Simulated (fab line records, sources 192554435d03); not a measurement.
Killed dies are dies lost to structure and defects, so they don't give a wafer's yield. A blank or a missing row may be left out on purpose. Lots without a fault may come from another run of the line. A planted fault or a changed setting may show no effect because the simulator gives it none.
Problem report in the 8D (eight disciplines) form, filled by code | flow n5_finfet | the parts of the form that need people (team, actions taken, sign-off) are left out

1. THE PROBLEM
spin_speed_rpm at N5_FIN_SAQP_COAT_10 reads a mean of 2059.2 rpm on 9 wafers of 3 lots; wafers without a fault read 1499.8 rpm with a standard deviation of 1.1. That is +99 or more standard deviations from the usual mean.
The step: resist thk 90 nm.
First seen on wafer L144.1, day 5 04:43, on litho_track-03. The record holds 30 wafers of 10 lots with a number at this step. Rule for "out", or "out of limits": more than 4 standard deviations from the usual mean. The other wafers with a number count as sound.

2. WHAT IT IS AND WHAT IT IS NOT
question                    | is                     | is not
which readings at this step | spin_speed_rpm         | -
which lots                  | L144, L146, L147       | L131, L133, L135, L137, L151, L152, L153
which wafers of those lots  | all that have a number | -
read on which tools         | litho_track-03         | litho_track-02, litho_track-04
when                        | from day 5 04:43       | up to then (12 sound wafers); but 9 sound wafers of L151, L152, L153 came after

3. SUSPECTS, AND WHAT RULES EACH OUT
Counting: a tool at a process step up to the reading stays a suspect if it ran every lot that is out and no sound lot after the first of them.
- litho_track-03 at N5_FIN_SAQP_COAT_10 (resist thk 90 nm): kept. It ran every lot that is out, first L144 (day 5 04:43), and no sound lot after that; its last sound lot up to then is L135 (day 2 22:00). Its own readings are out on those wafers: spin_speed_rpm.
Left after counting: litho_track-03 at N5_FIN_SAQP_COAT_10.

4. THE CAUSE (what the simulator had put in)
Process parameter drift: litho_track-03, from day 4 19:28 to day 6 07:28, at N5_FIN_SAQP_COAT_10. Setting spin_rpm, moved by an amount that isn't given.
Counting left only this tool.

5. THE CHAIN OF EFFECTS, in route order
Each row: a reading whose mean over the struck wafers that have a number lies more than 3 standard deviations from the usual. Only readings for which the record gives a usual standard deviation are gone through. hours: the time from each lot's start at the first step in this table that gives one to its start at this step, as a median over the lots. sigmas: the change in usual standard deviations.
hours | step                | reading        | usual      | on struck wafers | change | sigmas
0     | N5_FIN_SAQP_COAT_10 | spin_speed_rpm | 1499.8 rpm | 2059.2           | +559.4 | +99 or more
The process steps in it:
- N5_FIN_SAQP_COAT_10: resist thk 90 nm.
Later measuring or inspecting steps at which every struck wafer that the step has a row for has a number for every such reading, and none has moved that far: N5_BEOL_M4_RC_MEAS_101.

6. WHAT WOULD HAVE CAUGHT IT SOONER
In this record the first reading out of limits was taken at day 5 04:43, 9 hours after the fault began at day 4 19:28.
